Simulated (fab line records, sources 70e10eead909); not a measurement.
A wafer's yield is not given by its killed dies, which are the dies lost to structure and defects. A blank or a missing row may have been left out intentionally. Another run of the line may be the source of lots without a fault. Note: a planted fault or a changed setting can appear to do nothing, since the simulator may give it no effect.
fab line records -- flow nand-harc
[record] lots = 14, wafers = 42, last-day = 24
route steps=1159 shown A_SOURCE_PLATE@417 HYBRID_BOND@1094 THIN_TSV@1130 END@1159
lots that met no fault: from a run of the same line without faults
start-h: the number of hours between the record's first day and the start of the first shown wafer of the lot -- wait-h: hours since the lot's step before -- " repeats the value in the row above -- L1.1+2: one row covering several wafers at once -- - either no value or no given start -- * or withheld: withheld -- < > ~ a bound
route shown NAME@n: a module of which the file shows steps, and the number in the route of the first -- usual: mean/standard deviation taken from wafers without a fault -- same: alike in all rows -- chamber/n: place in a boat -- sites: readings site by site -- _std_site: the values' standard deviation -- _edge_site: inner sites' mean taken away from outer sites' mean -- radius-mm: for every site, how far away it sits from the centre of the wafer -- mask NAME#n: copy n -- behind: the last tool/chamber to shape the wafer -- hold: why the lot was held/for how many hours/how that ended -- device: which transistor (n, p or np) failed to switch -- end of line: the same wafers' tests at the end of the route -- a step without rows: its recipe alone -- killed: at the first sort, the dies lost to defects and structure; wafer yield is something else -- map: per-die view of a wafer (x killed, . not killed, _ where there is no die)
set.NAME: the setting the step ran with; set.NAME@STEP: the setting that earlier step ran with -- model.NAME: the simulator's own value behind a step, which no gauge read
one table for each step of the route and one row for each wafer, over a sample of lots
services: a tool's chamber out of use, with start hour (start-h, from the record's first day; less than 0 if before it), hours out, and reason
[[steps]]
[step NHARC_A_SOURCE_PLATE_PVD_04]
[recipe] target-thk-a = 500, material = WSi2
lot.wafer,tool,chamber,start-h,wait-h
L162.2+1+5,pvd-sputter-02,-,147.13,0.1
L163.4+1+6,pvd-sputter-02,-,160.43,0.1
L165.3+1+2,pvd-sputter-02,-,160.50,0.1
L166.4+2+6,pvd-sputter-03,-,170.00,0.1
L167.4+3+5,pvd-sputter-02,-,185.59,0.1
L171.3+6+5,pvd-sputter-03,-,197.09,0.1
L176.3+4+5,pvd-sputter-01,-,231.00,0.1
L175.3+1+4,pvd-sputter-02,-,231.01,0.1
L177.4+1+3,pvd-sputter-03,-,239.44,0.1
L178.1+2+3,pvd-sputter-03,-,243.64,0.1
L180.2+4+6,pvd-sputter-02,-,259.80,0.1
L181.3+4+6,pvd-sputter-01,-,264.93,0.1
L183.4+1+3,pvd-sputter-01,-,270.74,0.1
L184.4+1+5,pvd-sputter-02,-,282.05,0.1
[step NHARC_HYBRID_BOND_ACTIVATE_00]
[recipe] time-s = 60, n2-flow-sccm = 200, ar-flow-sccm = 0, bias-power-w = 0, chemistry = N2
[usual] drypump-motor-current-A = 5.5/0.39, oes-product-au = 0.998/0.0074, rf-vpp-V = 64.1/0.93, showerhead-plenum-p-Torr = 1.76/0.082
lot.wafer,tool,chamber,start-h,wait-h,drypump-motor-current-A,oes-product-au,rf-hours-counter-h,rf-vpp-V,showerhead-plenum-p-Torr
L162.2,rie-diel-06,1,411.36,0.1,5.2,1.011,60,64.3,1.77
L162.1,rie-diel-06,2,411.36,0.1,5.3,1.014,61,65.5,1.88
L162.5,rie-diel-06,1,411.36,0.1,5.3,1.010,-,64.5,1.77
L163.4,rie-diel-05,3,414.39,0.1,5.6,0.999,8,62.9,1.64
L163.1,rie-diel-05,0,414.39,0.1,5.3,0.991,7,65.4,1.77
L163.6,rie-diel-05,0,414.39,0.1,5.3,0.990,-,63.2,1.77
L165.2,rie-diel-05,2,426.56,0.1,6.2,0.993,8,64.4,1.86
L165.1,rie-diel-05,3,426.56,0.1,5.6,0.998,8,62.7,1.64
L165.3,rie-diel-05,1,426.56,0.1,5.4,0.995,8,63.5,1.69
L166.4,rie-diel-07,2,430.51,0.1,5.6,0.999,5,65.1,1.80
L166.2,rie-diel-07,0,430.51,0.1,5.7,1.010,6,64.5,1.82
L166.6,rie-diel-07,1,430.51,0.1,5.6,1.001,-,64.1,1.77
L167.3,rie-diel-06,2,447.69,0.1,5.3,0.997,8,64.6,1.88
L167.4,rie-diel-06,3,447.69,0.1,4.7,0.991,10,65.0,1.88
L167.5,rie-diel-06,1,447.69,0.1,5.2,0.995,-,63.7,1.76
L171.3,rie-diel-05,0,460.76,0.1,5.3,0.999,12,66.4,1.77
L171.6,rie-diel-05,1,460.76,0.1,5.5,0.989,-,62.6,1.69
L171.5,rie-diel-05,2,460.76,0.1,6.3,1.000,-,65.2,1.86
L175.3,rie-diel-05,3,487.37,0.1,5.7,0.994,15,62.6,1.63
L175.4,rie-diel-05,0,487.37,0.1,5.3,0.988,14,65.0,1.77
L175.1,rie-diel-05,1,487.37,0.1,5.4,0.991,15,63.3,1.69
L176.4,rie-diel-05,3,506.34,0.1,5.6,1.003,17,62.5,1.63
L176.3,rie-diel-05,0,506.34,0.1,5.3,0.999,16,63.7,1.77
L176.5,rie-diel-05,2,506.34,0.1,6.3,1.005,-,65.9,1.86
L178.1,rie-diel-06,2,510.14,0.1,5.3,0.999,31,65.4,1.87
L178.2,rie-diel-06,3,510.14,0.1,4.8,1.001,31,65.0,1.87
L178.3,rie-diel-06,0,510.14,0.1,5.0,1.007,27,64.3,1.84
L177.1,rie-diel-05,3,514.99,0.1,5.6,1.001,18,63.1,1.63
L177.3,rie-diel-05,0,514.99,0.1,5.3,0.991,17,64.4,1.76
L177.4,rie-diel-05,1,514.99,0.1,5.4,0.980,17,63.5,1.69
L183.1,rie-diel-07,0,525.58,0.1,5.7,1.007,45,65.4,1.81
L183.3,rie-diel-07,1,525.58,0.1,5.6,1.000,44,65.0,1.76
L183.4,rie-diel-07,2,525.58,0.1,5.6,0.991,44,65.9,1.79
L181.4,rie-diel-05,0,533.48,0.1,5.3,0.997,1,64.3,1.76
L181.3,rie-diel-05,3,533.48,0.1,5.6,1.013,1,64.7,1.63
L181.6,rie-diel-05,0,533.48,0.1,5.3,1.000,-,65.1,1.76
L180.4,rie-diel-05,0,540.98,0.1,5.3,1.001,2,62.4,1.76
L180.2,rie-diel-05,1,540.98,0.1,5.4,0.997,1,63.2,1.69
L180.6,rie-diel-05,0,540.98,0.1,5.3,1.000,-,64.0,1.76
L184.1,rie-diel-05,1,546.10,0.1,5.4,1.005,2,64.1,1.69
L184.5,rie-diel-05,2,546.10,0.1,6.2,1.002,-,64.2,1.86
L184.4,rie-diel-05,0,546.10,0.1,5.3,0.995,-,65.7,1.76
[step NHARC_THIN_TSV_PVD_51]
[recipe] target-thk-a = 1000, chamber-pressure-pa = 5, material = Cu
[usual] throttle-valve-pct = 30.3/1
lot.wafer,tool,chamber,start-h,wait-h,throttle-valve-pct
L162.2,pvd-sputter-01,-,-,-,31.8
L162.1,pvd-sputter-01,-,-,-,30.2
L162.5,pvd-sputter-01,-,-,-,29.6
L163.4,pvd-sputter-02,-,-,-,28.9
L163.1,pvd-sputter-02,-,-,-,32.1
L163.6,pvd-sputter-02,-,-,-,31.4
L166.4,pvd-sputter-02,-,-,-,29.2
L166.2,pvd-sputter-02,-,-,-,28.9
L166.6,pvd-sputter-02,-,-,-,29.5
L165.3,pvd-sputter-01,-,-,-,31.7
L165.1,pvd-sputter-01,-,-,-,30.1
L165.2,pvd-sputter-01,-,-,-,30.6
L167.3,pvd-sputter-02,-,-,-,31.8
L167.4,pvd-sputter-02,-,-,-,31.5
L167.5,pvd-sputter-02,-,-,-,28.8
L171.3,pvd-sputter-01,-,-,-,29.8
L171.6,pvd-sputter-01,-,-,-,29.9
L171.5,pvd-sputter-01,-,-,-,29.7
L175.3,pvd-sputter-03,-,-,-,29.3
L175.1,pvd-sputter-03,-,-,-,29.8
L175.4,pvd-sputter-03,-,-,-,30.0
L176.4,pvd-sputter-02,-,-,-,28.9
L176.3,pvd-sputter-02,-,-,-,29.1
L176.5,pvd-sputter-02,-,-,-,31.9
L177.4,pvd-sputter-03,-,-,-,29.7
L177.1,pvd-sputter-03,-,-,-,30.3
L177.3,pvd-sputter-03,-,-,-,29.4
L178.2,pvd-sputter-01,-,-,-,31.1
L178.1,pvd-sputter-01,-,-,-,31.8
L178.3,pvd-sputter-01,-,-,-,30.3
L183.3,pvd-sputter-03,-,-,-,30.0
L183.1,pvd-sputter-03,-,-,-,30.6
L183.4,pvd-sputter-03,-,-,-,29.4
L181.3,pvd-sputter-02,-,-,-,29.2
L181.4,pvd-sputter-02,-,-,-,29.1
L181.6,pvd-sputter-02,-,-,-,31.5
L180.2,pvd-sputter-01,-,-,-,31.2
L180.4,pvd-sputter-01,-,-,-,30.3
L180.6,pvd-sputter-01,-,-,-,31.0
L184.4,pvd-sputter-03,-,-,-,30.4
L184.1,pvd-sputter-03,-,-,-,29.6
L184.5,pvd-sputter-03,-,-,-,29.7
[step NHARC_THIN_TSV_CMP_21]
[recipe] t-overpolish-s = 30, target-thk-nm = 2000
[usual] motor-current-A = 12.2/1.2, overpolish-run-s = 30.000/0.0098
lot.wafer,tool,chamber,start-h,wait-h,motor-current-A,overpolish-run-s
L162.2,cmp-02,1,429.66,-,12.8,30.011
L162.1,cmp-02,2,429.66,-,10.2,29.998
L162.5,cmp-02,0,429.66,-,13.3,29.993
L163.1,cmp-01,3,434.03,-,11.1,30.001
L163.4,cmp-01,1,434.03,-,13.0,29.997
L163.6,cmp-01,0,434.03,-,12.2,30.001
L166.2,cmp-01,3,445.38,-,10.8,29.989
L166.4,cmp-01,0,445.38,-,12.4,29.989
L166.6,cmp-01,2,445.38,-,11.5,30.005
L165.2,cmp-01,2,446.57,-,11.8,30.003
L165.1,cmp-01,0,446.57,-,11.7,30.012
L165.3,cmp-01,1,446.57,-,12.9,29.999
L167.4,cmp-03,1,468.79,-,14.5,29.990
L167.3,cmp-03,0,468.79,-,9.9,30.001
L167.5,cmp-03,2,468.79,-,13.0,29.987
L171.3,cmp-01,0,478.19,-,12.3,30.024
L171.5,cmp-01,3,478.19,-,11.3,29.995
L171.6,cmp-01,0,478.19,-,12.2,29.988
L175.1,cmp-02,0,512.98,-,12.8,29.993
L175.3,cmp-02,1,512.98,-,12.2,29.983
L175.4,cmp-02,2,512.98,-,10.5,29.980
L176.3,cmp-01,2,522.97,-,11.7,29.994
L176.4,cmp-01,3,522.97,-,10.8,30.003
L176.5,cmp-01,2,522.97,-,11.3,30.009
L177.1,cmp-01,2,534.27,-,10.9,29.986
L177.3,cmp-01,3,534.27,-,10.7,29.998
L177.4,cmp-01,0,534.27,-,12.4,29.991
L178.3,cmp-03,3,535.31,-,12.7,30.003
L178.1,cmp-03,0,535.31,-,10.2,30.001
L178.2,cmp-03,1,535.31,-,14.1,30.006
L183.1,cmp-01,2,540.12,-,11.4,29.995
L183.4,cmp-01,3,540.12,-,11.5,29.986
L183.3,cmp-01,1,540.12,-,12.2,30.011
L181.3,cmp-01,2,551.66,-,11.4,30.013
L181.4,cmp-01,0,551.66,-,13.0,29.986
L181.6,cmp-01,3,551.66,-,11.6,30.006
L180.4,cmp-01,2,557.69,-,12.2,30.014
L180.2,cmp-01,3,557.69,-,11.7,29.991
L180.6,cmp-01,3,557.69,-,11.3,30.011
L184.4,cmp-03,1,566.12,-,14.2,29.997
L184.1,cmp-03,0,566.12,-,10.0,29.998
L184.5,cmp-03,1,566.12,-,14.2,29.998
[step NHARC_END_SORT_01]
[recipe] temp-c = 25
[usual] killed-at-array = 26/9.6, killed-at-other = 0.7/0.92, killed-at-periphery = 3.8/2.7, killed-dies = 31/10, killed-open = 3.3/1.7, killed-short = 1.8/1.3
[same] gross-dies = 677
lot.wafer,tool,chamber,start-h,wait-h,killed-at-array,killed-at-other,killed-at-periphery,killed-dies,killed-open,killed-short
L165.1,prober-02,0,459.76,2.5,189,1,1,191,4,3
L165.2,prober-02,0,460.57,2.8,191,2,2,195,3,0
L165.3,prober-02,0,461.39,3.1,197,0,3,200,0,0
L166.2,prober-01,0,468.33,2.8,180,1,5,186,6,2
L166.4,prober-01,0,469.93,3.4,175,1,3,179,2,2
L166.6,prober-01,0,471.53,4.0,183,0,7,190,6,4
L167.3,prober-01,0,479.39,3.1,202,0,2,204,3,3
L167.4,prober-01,0,480.21,3.4,176,2,3,181,3,1
L167.5,prober-01,0,481.03,3.8,198,0,4,202,6,2
// killed by level:class
L165.1 A_SOURCE_PLATE:area-pvd=158 A_CHANNEL_HOLE_D1:chamber-film-flake=14 A_SLIT:chamber-film-flake=7 A_WL_FILL:chamber-film-flake=3 A_ONON_D1:geometric-particle:open=2 A_M0:geometric-particle:open=2 P_CONTACT:geometric-particle:short=1 A_CHANNEL_HOLE_D1:geometric-particle:short=1
L165.2 A_SOURCE_PLATE:area-pvd=161 A_CHANNEL_HOLE_D1:chamber-film-flake=19 A_SLIT:chamber-film-flake=6 A_CONTACT:geometric-particle:open=2 THIN_TSV:chamber-film-flake=2 P_M0:geometric-particle:open=1 P_GATE:chamber-film-flake=1 A_ZERO_WELL:chamber-film-flake=1
L165.3 A_SOURCE_PLATE:area-pvd=169 A_CHANNEL_HOLE_D1:chamber-film-flake=18 A_SLIT:chamber-film-flake=7 P_STI:chamber-film-flake=3 A_WL_FILL:chamber-film-flake=2 A_STAIRCASE:chamber-film-flake=1
L166.2 A_SOURCE_PLATE:area-pvd=168 A_CHANNEL_HOLE_D1:chamber-film-flake=3 A_STAIRCASE:chamber-film-flake=2 A_CONTACT:chamber-film-flake=2 P_STI:geometric-particle:short=1 P_M0:geometric-particle:open=1 P_BONDPAD:geometric-particle:open=1 A_ONON_D1:geometric-particle:open=1
L166.4 A_SOURCE_PLATE:area-pvd=168 P_ZERO_WELL:chamber-film-flake=3 A_M0:geometric-particle:open=2 A_CONTACT:chamber-film-flake=2 A_WL_FILL:geometric-particle:short=1 STARTING-WAFER:geometric-particle:short=1 A_WL_FILL:chamber-film-flake=1 A_BLC:chamber-film-flake=1
L166.6 A_SOURCE_PLATE:area-pvd=166 A_CONTACT:chamber-film-flake=5 A_CHANNEL_HOLE_D1:chamber-film-flake=4 P_ZERO_WELL:chamber-film-flake=3 A_CONTACT:geometric-particle:open=2 P_GATE:geometric-particle:open=1 P_M1:geometric-particle:open=1 P_M2:geometric-particle:short=1
L167.3 A_SOURCE_PLATE:area-pvd=165 A_CHANNEL_HOLE_D1:chamber-film-flake=16 A_SLIT:chamber-film-flake=7 A_M1:chamber-film-flake=5 A_CONTACT:chamber-film-flake=3 A_CHANNEL_FILL_D1:geometric-particle:short=2 A_ONON_D1:geometric-particle:short=1 A_CHANNEL_FILL_D1:geometric-particle:open=1
L167.4 A_SOURCE_PLATE:area-pvd=149 A_CHANNEL_HOLE_D1:chamber-film-flake=13 A_SLIT:chamber-film-flake=8 A_M1:chamber-film-flake=3 P_BONDPAD:chamber-film-flake=2 P_CONTACT:geometric-particle:open=1 A_CHANNEL_FILL_D1:geometric-particle:short=1 A_SGD_CUT:geometric-particle:open=1
L167.5 A_SOURCE_PLATE:area-pvd=160 A_CHANNEL_HOLE_D1:chamber-film-flake=18 A_SLIT:chamber-film-flake=9 A_M1:chamber-film-flake=3 P_CONTACT:geometric-particle:open=2 A_CONTACT:chamber-film-flake=2 P_M0:geometric-particle:short=1 A_ONON_D1:geometric-particle:open=1
[[services]]
tool,chamber,start-h,hours,kind
rie-diel-05,0,137.20,12.3,repair
rie-diel-05,3,148.56,6.0,repair
pvd-sputter-01,-,158.00,10.0,pm
rie-diel-05,-,163.60,9.0,pm
cmp-01,-,179.57,4.0,pm
rie-diel-05,2,182.64,6.3,repair
pvd-sputter-02,-,195.66,9.3,repair
rie-diel-05,1,199.10,10.0,repair
pvd-sputter-02,-,214.04,10.0,pm
cmp-01,-,219.08,0.4,repair
cmp-01,-,228.56,0.8,repair
pvd-sputter-02,-,249.42,1.5,repair
cmp-01,-,277.61,4.0,pm
pvd-sputter-02,-,322.51,1.3,repair
rie-diel-05,-,340.60,9.0,pm
cmp-01,-,375.61,4.0,pm
pvd-sputter-02,-,392.04,10.0,pm
cmp-01,-,403.67,3.1,repair
rie-diel-05,0,407.06,5.7,repair
cmp-01,-,473.61,4.0,pm
rie-diel-05,1,493.70,6.0,repair
rie-diel-05,-,517.60,9.0,pm
rie-diel-05,3,542.80,5.1,repair
pvd-sputter-02,-,553.28,11.5,repair
[[key]]
[first-sign] step = NHARC_END_SORT_01, reading = killed-at-array, direction = up, sigmas = 17, usual = 26, struck = 188
[effect] step = NHARC_END_SORT_01, reading = killed-dies, direction = up, sigmas = 16, usual = 31, struck = 192
[more-kills-born-at] NHARC_A_SOURCE_PLATE_PVD_04@pvd-sputter-02 = 962, NHARC_A_SOURCE_PLATE_PVD_04@pvd-sputter-03 = 502
met-at NHARC_A_SOURCE_PLATE_PVD_04
struck-lots L165,L166,L167
tester-left-out L165,L166,L167
not-acting-at NHARC_HYBRID_BOND_ACTIVATE_00,NHARC_THIN_TSV_PVD_51,NHARC_THIN_TSV_CMP_21
onset-between 160.43 160.50
[fault] kind = skipped-step-whole, tool = pvd-sputter-02,pvd-sputter-03, chamber = -, onset-h = 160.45, steps = NHARC_A_SOURCE_PLATE_PVD_04, scope = struck-lots-only
// tester-left-out: of these lots the tester's yield and bins aren't shown, on N5 and GAA mostly nor the transistor test; their killed dies are dies lost to structure and defects alone, not to doping, threshold or leakage, so they don't give the yield
